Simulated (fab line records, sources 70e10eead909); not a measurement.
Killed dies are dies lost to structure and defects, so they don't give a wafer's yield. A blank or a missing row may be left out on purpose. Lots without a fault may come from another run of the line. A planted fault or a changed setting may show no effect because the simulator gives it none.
Chamber matching | flow nand_harc | NHARC_A_CHANNEL_FILL_D2_CMP_10 on cmp-03: 4 sister chambers
The step polishes, target thk 150 nm. 20 wafers are shown with their chamber, then 10 later ones without.

WAFERS WITH THEIR CHAMBER
wafer  | chamber | motor_current_A (A) | time_to_endpoint_s (s)
L078.2 | 1       | 11.3                | 14.1
L078.3 | 0       | 11.7                | 16.6
L078.6 | 3       | 11.7                | 18.0
L083.1 | 0       | 11.3                | 14.5
L083.4 | 1       | 10.3                | 14.8
L083.6 | 3       | 12.6                | 16.5
L085.2 | 2       | 12.7                | 16.1
L085.3 | 1       | 10.8                | 12.5
L085.5 | 3       | 11.8                | 17.6
L086.2 | 2       | 11.9                | 18.3
L086.3 | 0       | 10.9                | 15.8
L086.6 | 0       | 11.3                | 15.2
L091.2 | 2       | 11.8                | 16.6
L091.3 | 0       | 11.8                | 16.3
L091.6 | 0       | 11.3                | 17.9
L093.2 | 3       | 11.8                | 20.8
L093.3 | 2       | 13.0                | 19.2
L093.4 | 0       | 11.7                | 16.8
L095.1 | 0       | 11.5                | 16.8
L095.2 | 1       | 10.7                | 14.6

SIGNATURES (means of the wafers above)
reading            | chamber 0 | chamber 1 | chamber 2 | chamber 3 | scatter within a chamber
motor_current_A    | 11.438    | 10.775    | 12.350    | 11.975    | 0.411
time_to_endpoint_s | 16.238    | 14.000    | 17.550    | 18.225    | 1.31
Rule: a wafer's distance from a chamber is the root of the sum, over the readings, of the square of ((its reading less the chamber's mean) divided by the reading's scatter). The wafer belongs to the nearest chamber; if the next one is less than 2 further off, it can't be placed. The scatter: the root of (the sum of the squares of (reading less its chamber's mean) over the shown wafers, divided by (wafers less chambers)).

WAFERS WITHOUT THEIR CHAMBER
wafer  | motor_current_A (A) | time_to_endpoint_s (s)
L095.5 | 11.4                | 17.2
L096.1 | 12.2                | 16.9
L096.3 | 10.9                | 18.5
L096.4 | 12.3                | 16.9
L097.1 | 11.9                | 19.8
L097.3 | 10.7                | 16.0
L097.4 | 12.7                | 17.8
L097.2 | 10.8                | 17.1
L097.5 | 12.8                | 18.1
L097.6 | 11.7                | 14.5

WHICH CHAMBER EACH WENT THROUGH
wafer  | from the rows above               | in truth
L095.5 | can't be placed: 0 or 3 or 2      | 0
L096.1 | can't be placed: 2 or 3 or 0      | 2
L096.3 | can't be placed: 0 or 3 or 1 or 2 | 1
L096.4 | can't be placed: 2 or 3 or 0      | 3
L097.1 | can't be placed: 3 or 2 or 0      | 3
L097.3 | can't be placed: 1 or 0 or 3      | 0
L097.4 | can't be placed: 2 or 3           | 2
L097.2 | can't be placed: 0 or 1 or 3      | 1
L097.5 | can't be placed: 2 or 3           | 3
L097.6 | can't be placed: 0 or 1 or 2 or 3 | 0
Placed correctly: 0 of 10. Can't be placed from these rows: 10 (the true chamber is among the candidates in 10). Placed wrongly: 0.
